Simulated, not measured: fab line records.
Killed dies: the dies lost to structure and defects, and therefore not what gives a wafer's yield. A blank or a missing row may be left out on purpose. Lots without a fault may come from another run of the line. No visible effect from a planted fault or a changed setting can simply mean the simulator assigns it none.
One fault seen from 3 desks	flow n5_finfet	every desk sees just its own numbers, and what lay behind them comes last

## FOR THE TOOL OWNER'S DESK: litho_track-03
The tool's own readings at N5_BEOL_M7_COAT_22 (resist thk 30 nm): means of the sampled wafers that have a number, for each lot that ran on this tool. Marked OUT: a lot whose mean sits more than 4 standard deviations from the usual mean, which makes it out of limits; the brackets give that distance.
Columns: A = spin_speed_rpm at N5_BEOL_M7_COAT_22, usual 1500.0 rpm
lot	first seen here	A
L766	day 10 17:54	1501.3
L778	day 13 18:43	1373.2 (-99 or more) OUT
L781	day 14 18:47	1373.0 (-99 or more) OUT
This desk's verdict: out of limits on L778, L781, starting with L778 at day 13 18:43 (spin_speed_rpm at N5_BEOL_M7_COAT_22). L766 stayed within limits.

## THE DEFECT DESK
For each lot, the counts of the inspections along the route, averaged over the sampled wafers that have a number. Marked OUT: a lot whose mean sits more than 4 standard deviations from the usual mean, which makes it out of limits; the brackets give that distance.
Columns: A = raw_defect_count at N5_BEOL_M7_INSPECT_13, usual 396; B = raw_defect_count at N5_BEOL_M7_INSPECT_30, usual 398
lot	first seen here	A	B
L763	day 9 13:17	330	346
L766	day 10 16:29	354	363
L765	day 10 20:04	380	378
L778	day 13 17:56	436	440
L781	day 14 17:17	232	232
L782	day 14 23:14	414	413
Finding of this desk: none of the 6 lots has anything out of limits.

## METROLOGY DESK
Lot by lot, what the gauges showed, no matter which tool ran the lot: averages of those sampled wafers that carry a number. Marked OUT: a lot whose mean sits more than 4 standard deviations from the usual mean, which makes it out of limits; the brackets give that distance.
Columns: A = cd_nm at N5_BEOL_M7_CD_MEAS_18, usual 40.0 nm; B = cd_nm at N5_BEOL_M7_CD_MEAS_28, usual 39.98 nm; C = V6_OVL at N5_BEOL_M7_OVL_MEAS_29, usual -0.1 nm
lot	first seen here	A	B	C
L763	day 9 13:54	39.6	39.95	0.0
L766	day 10 17:00	39.7	40.09	0.7
L765	day 10 20:35	39.9	39.90	0.6
L778	day 13 18:37	40.6	39.99	-0.2
L781	day 14 18:02	39.9	39.93	-0.6
L782	day 14 23:44	39.8	40.20	-0.3
Finding of this desk: none of the 6 lots has anything out of limits.

## BROUGHT TOGETHER
The tool owner's desk had the chance to raise an alarm at day 13 18:43 on L778, L781.
The defect desk saw nothing out of limits.
Nothing out of limits was seen by the metrology desk.
The defect desk has L778, L781 on record, within its limits.
The metrology desk holds a record of L778, L781, inside its limits.
N5_BEOL_M7_COAT_22 was run on litho_track-03 by each of the lots named.

## WHAT WAS PUT IN BY THE SIMULATOR
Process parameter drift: litho_track-03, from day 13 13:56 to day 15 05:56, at N5_BEOL_M7_COAT_22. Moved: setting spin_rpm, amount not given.
Shown lots that were struck: L778, L781.
How many hours passed from the start of the fault until each desk's first out-of-limits reading: the tool owner's desk, 5.
